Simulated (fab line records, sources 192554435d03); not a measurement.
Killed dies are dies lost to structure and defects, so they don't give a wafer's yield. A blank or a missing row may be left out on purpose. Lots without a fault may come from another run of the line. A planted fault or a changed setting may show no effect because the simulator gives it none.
Which tool did it? | flow n5_finfet | 8 lots, 24 wafers sampled, at 7 steps of a route of 1938

WHAT THE GAUGES READ, wafer by wafer
N5_PMOS_HMC_CHANNEL_EPI_INSPECT_30: inspects for defects (darkfield).
lot  | measured    | on                | raw_defect_count
L606 | day 1 20:31 | defect_inspect-01 | 27 22 22
L609 | day 2 14:18 | defect_inspect-02 | 19 12 10
L613 | day 3 15:02 | defect_inspect-01 | 20 13 16
L615 | day 4 02:44 | defect_inspect-02 | 15 15 15
L618 | day 4 20:55 | defect_inspect-02 | 21 31 15
L620 | day 5 07:53 | defect_inspect-02 | 10 10 14
L623 | day 6 02:58 | defect_inspect-02 | 21 29 25
L624 | day 6 09:17 | defect_inspect-02 | 21 15 19

N5_FIN_SAQP_THK_MEAS_07.
lot  | measured    | on            | thk_nm (nm)
L606 | day 1 22:04 | film_metro-01 | 59.9 59.5 61.1
L609 | day 2 16:19 | film_metro-01 | 59.7 59.4 60.4
L613 | day 3 16:14 | film_metro-02 | 59.2 60.5 60.7
L615 | day 4 04:19 | film_metro-02 | 59.3 59.8 60.5
L618 | day 4 22:04 | film_metro-01 | 79.1 60.1 60.4
L620 | day 5 08:54 | film_metro-02 | 59.8 60.8 60.9
L623 | day 6 04:09 | film_metro-01 | 79.9 59.8 59.6
L624 | day 6 11:26 | film_metro-01 | 59.6 60.9 61.1

N5_BEOL_M4_RC_MEAS_101.
lot  | measured     | on        | DIBL_N (mV/V)  | DIBL_P (mV/V)  | IOFF_N (nA/um)    | IOFF_P (nA/um)    | ION_N (uA/um) | ION_P (uA/um) | SS_N (mV/dec)  | SS_P (mV/dec)  | VT_N (mV)         | VT_P (mV)
L606 | day 7 19:00  | prober-01 | 34.3 35.3 36.3 | 34.3 34.4 35.6 | 0.147 0.144 0.168 | 0.183 0.182 0.192 | 673 667 679   | 460 455 460   | 71.0 71.3 72.2 | 73.4 73.5 73.1 | 249.2 251.0 247.8 | -253.5 -253.1 -251.2
L609 | day 8 15:43  | prober-02 | 37.4 37.2 37.6 | 37.7 36.4 37.6 | 0.176 0.156 0.172 | 0.234 0.216 0.230 | 681 669 673   | 472 460 465   | 71.2 71.7 71.4 | 74.2 74.4 73.6 | 245.6 251.1 246.3 | -246.2 -246.7 -246.6
L613 | day 9 22:33  | prober-01 | 37.1 35.9 36.6 | 35.6 34.0 34.4 | 0.154 0.139 0.144 | 0.203 0.198 0.193 | 673 677 665   | 460 469 468   | 71.1 70.9 70.8 | 73.5 72.5 72.9 | 250.1 249.1 248.3 | -250.2 -248.9 -249.8
L615 | day 10 06:29 | prober-02 | 34.5 34.5 34.8 | 35.8 35.7 36.1 | 0.155 0.148 0.159 | 0.194 0.189 0.199 | 687 685 690   | 471 462 467   | 71.6 71.3 71.2 | 72.5 72.8 73.2 | 249.1 249.6 249.1 | -251.3 -249.6 -253.2
L618 | day 11 06:19 | prober-02 | 36.0 37.8 36.2 | 36.1 38.2 35.8 | 0.147 0.174 0.149 | 0.180 0.200 0.172 | 659 682 663   | 455 460 446   | 72.1 71.9 71.4 | 73.0 74.3 72.8 | 251.5 248.3 252.0 | -253.5 -251.7 -255.1
L620 | day 11 09:58 | prober-01 | 36.1 36.5 36.4 | 35.9 35.2 35.9 | 0.178 0.171 0.180 | 0.230 0.226 0.238 | 679 679 681   | 475 467 464   | 72.0 71.3 71.5 | 74.0 73.6 73.9 | 245.3 245.6 246.9 | -247.7 -244.8 -247.4
L623 | day 12 01:40 | prober-02 | 36.1 36.1 35.0 | 35.1 34.6 33.8 | 0.162 0.162 0.150 | 0.204 0.194 0.184 | 672 681 680   | 465 463 463   | 71.2 71.5 70.9 | 72.9 73.4 72.8 | 248.7 248.9 250.5 | -249.9 -252.3 -251.6
L624 | day 12 19:37 | prober-02 | 35.0 35.2 38.0 | 34.3 34.6 37.7 | 0.146 0.144 0.191 | 0.194 0.202 0.251 | 679 667 679   | 467 462 467   | 70.6 70.2 70.8 | 72.6 72.6 73.4 | 249.2 249.8 243.9 | -249.9 -249.2 -248.9

WHICH TOOL RAN EACH LOT (tool, then ch and the chambers of the sampled wafers, then the start)
lot  | N5_WELL_APT_DESCUM_30             | N5_FIN_SAQP_PECVD_06           | N5_FIN_SAQP_HM_DEP_72          | N5_FIN_SAQP_MANDREL_ETCH_22
L606 | rie_diel-04 ch 0,1,2, day 1 15:20 | pecvd-03 ch 0,1,2, day 1 21:58 | pecvd-04 ch 0,1,2, day 1 22:06 | rie_si-05 ch 0,1,3, day 2 00:07
L609 | rie_diel-04 ch 1,2,3, day 2 09:17 | pecvd-04 ch 0,2, day 2 16:13   | pecvd-01 ch 0,2, day 2 16:21   | rie_si-03 ch 0,1,3, day 2 17:11
L613 | rie_diel-05 ch 0,1,2, day 3 09:13 | pecvd-03 ch 0,1, day 3 16:09   | pecvd-01 ch 0,1,2, day 3 16:17 | rie_si-03 ch 0,2,3, day 3 17:20
L615 | rie_diel-06 ch 1,2,3, day 3 21:37 | pecvd-04 ch 0,1, day 4 04:11   | pecvd-03 ch 0,1,2, day 4 04:20 | rie_si-05 ch 1,2, day 4 05:11
L618 | rie_diel-04 ch 1,2, day 4 15:17   | pecvd-04 ch 0,1,2, day 4 21:59 | pecvd-04 ch 0,1,2, day 4 22:07 | rie_si-05 ch 1,2, day 4 22:56
L620 | rie_diel-05 ch 0,2,3, day 5 02:58 | pecvd-01 ch 0,1,2, day 5 08:49 | pecvd-03 ch 0,1, day 5 08:56   | rie_si-05 ch 0,2,3, day 5 10:14
L623 | rie_diel-04 ch 1,2,3, day 5 21:50 | pecvd-04 ch 0,1,2, day 6 04:04 | pecvd-03 ch 0,1,2, day 6 04:11 | rie_si-06 ch 1,2,3, day 6 05:05
L624 | rie_diel-05 ch 1,2,3, day 6 03:46 | pecvd-01 ch 0,2, day 6 11:21   | pecvd-03 ch 0,1, day 6 11:28   | rie_si-03 ch 0,2, day 6 12:16
- N5_WELL_APT_DESCUM_30: chemistry O2, time 7.9 s.
- N5_FIN_SAQP_PECVD_06: deposits a-Si from SiH4/He, target thk 60 nm, time 48.1 s.
- N5_FIN_SAQP_HM_DEP_72: deposits SiO2 from SiH4/N2O, target thk 12 nm, time 7.2 s.
- N5_FIN_SAQP_MANDREL_ETCH_22: etches a-Si in HBr/Cl2, stops on SiNx, target depth 60 nm, bt time 10 s, time 30 s.

WHAT THE TOOLS THEMSELVES READ (means of the sampled wafers that have a number; where no wafer has one, the mark that the record gives instead)
N5_WELL_APT_DESCUM_30.
lot  | tool        | drypump_motor_current_A (A) | oes_product_au (a.u.) | rf_vpp_V (V) | showerhead_plenum_p_Torr (Torr) | throttle_valve_pct (%)
L606 | rie_diel-04 | 5.8                         | 0.87                  | 244.7        | 2.14                            | 20.35
L609 | rie_diel-04 | 5.8                         | 0.85                  | 244.1        | 2.14                            | 20.25
L613 | rie_diel-05 | 5.5                         | 0.73                  | 243.2        | 2.11                            | 20.33
L615 | rie_diel-06 | 6.2                         | 0.82                  | 242.5        | 2.08                            | 20.23
L618 | rie_diel-04 | 5.9                         | 0.87                  | 244.0        | 2.13                            | 20.35
L620 | rie_diel-05 | 5.6                         | 0.69                  | 242.4        | 2.06                            | 20.47
L623 | rie_diel-04 | 5.8                         | 0.80                  | 244.4        | 2.13                            | 20.29
L624 | rie_diel-05 | 5.8                         | 0.81                  | 243.2        | 2.13                            | 20.16

N5_FIN_SAQP_PECVD_06.
lot  | tool     | heater_power_w (W) | showerhead_plenum_p_Torr (Torr) | susceptor_temp_C (C) | throttle_valve_pct (%)
L606 | pecvd-03 | 921                | 5.727                           | 400.20               | 17.3
L609 | pecvd-04 | 744                | 5.704                           | 399.93               | 18.4
L613 | pecvd-03 | 869                | 5.730                           | 399.83               | 17.5
L615 | pecvd-04 | 933                | 5.700                           | 400.14               | 16.8
L618 | pecvd-04 | 892                | 5.700                           | 399.82               | 17.5
L620 | pecvd-01 | 842                | 5.684                           | 400.08               | 18.1
L623 | pecvd-04 | 825                | 5.701                           | 399.93               | 17.7
L624 | pecvd-01 | 859                | 5.701                           | 399.99               | 18.9

N5_FIN_SAQP_HM_DEP_72.
lot  | tool     | heater_power_w (W) | showerhead_plenum_p_Torr (Torr) | susceptor_temp_C (C)
L606 | pecvd-04 | 763                | 8.25                            | 399.90
L609 | pecvd-01 | 776                | 8.21                            | 399.93
L613 | pecvd-01 | 737                | 8.19                            | 400.20
L615 | pecvd-03 | 845                | 8.30                            | 400.12
L618 | pecvd-04 | 821                | 8.25                            | 400.06
L620 | pecvd-03 | 751                | 8.35                            | 399.69
L623 | pecvd-03 | 745                | 8.31                            | 399.73
L624 | pecvd-03 | 744                | 8.31                            | 400.04

N5_FIN_SAQP_MANDREL_ETCH_22.
lot  | tool      | HBr_flow_sccm (sccm) | drypump_motor_current_A (A) | oes_product_au (a.u.) | throttle_valve_pct (%)
L606 | rie_si-05 | 150.1                | 5.8                         | 0.774                 | 35.33
L609 | rie_si-03 | 149.5                | 5.9                         | 0.773                 | 35.12
L613 | rie_si-03 | 150.2                | 5.8                         | 0.766                 | 35.09
L615 | rie_si-05 | 149.8                | 5.8                         | 0.758                 | 35.39
L618 | rie_si-05 | 150.0                | 6.0                         | 0.806                 | 35.32
L620 | rie_si-05 | 150.5                | 5.7                         | 0.775                 | 35.28
L623 | rie_si-06 | 150.1                | 5.7                         | 0.810                 | 35.08
L624 | rie_si-03 | 149.9                | 5.8                         | 0.759                 | 35.08

THE ANSWER, worked out from the rows above alone
Rule: what is usual is taken from the lots themselves. Put in order of their means at a reading, lots are off if they are a third of the lots or fewer, leave a main group of 4 or more, and stand apart from it by a gap of 3 or more times the standard deviation of the main group's means; of several such gaps the widest counts. A main group whose means are all the same, to the digits that the tables above print for the reading, isn't used. A lot without any number at a reading at which 4 lots or more have one is off too. The other lots that the step has rows for count as sound. The gauges are gone through in route order, then the tools' own readings, and for those a lot's mean is taken as printed above. The first step at which some lot is off is used, and at that step the reading that is off furthest; a lot without a number counts as furthest.
Off: L618, L623, at N5_FIN_SAQP_THK_MEAS_07 (thk_nm). The main group: mean 60.2 nm, standard deviation 0.27.
A tool fits if, at a process step before that reading, it ran every lot that is off, and no sound lot after the first of them. The gauges at N5_FIN_SAQP_THK_MEAS_07 aren't tried: what is off there is off at N5_FIN_SAQP_MANDREL_ETCH_22 too, on other tools, and a gauge's error can't cause that. Can't be told from this: 2 tools fit, rie_diel-04 at N5_WELL_APT_DESCUM_30, pecvd-04 at N5_FIN_SAQP_PECVD_06.

WHAT THE SIMULATOR HAD PUT IN
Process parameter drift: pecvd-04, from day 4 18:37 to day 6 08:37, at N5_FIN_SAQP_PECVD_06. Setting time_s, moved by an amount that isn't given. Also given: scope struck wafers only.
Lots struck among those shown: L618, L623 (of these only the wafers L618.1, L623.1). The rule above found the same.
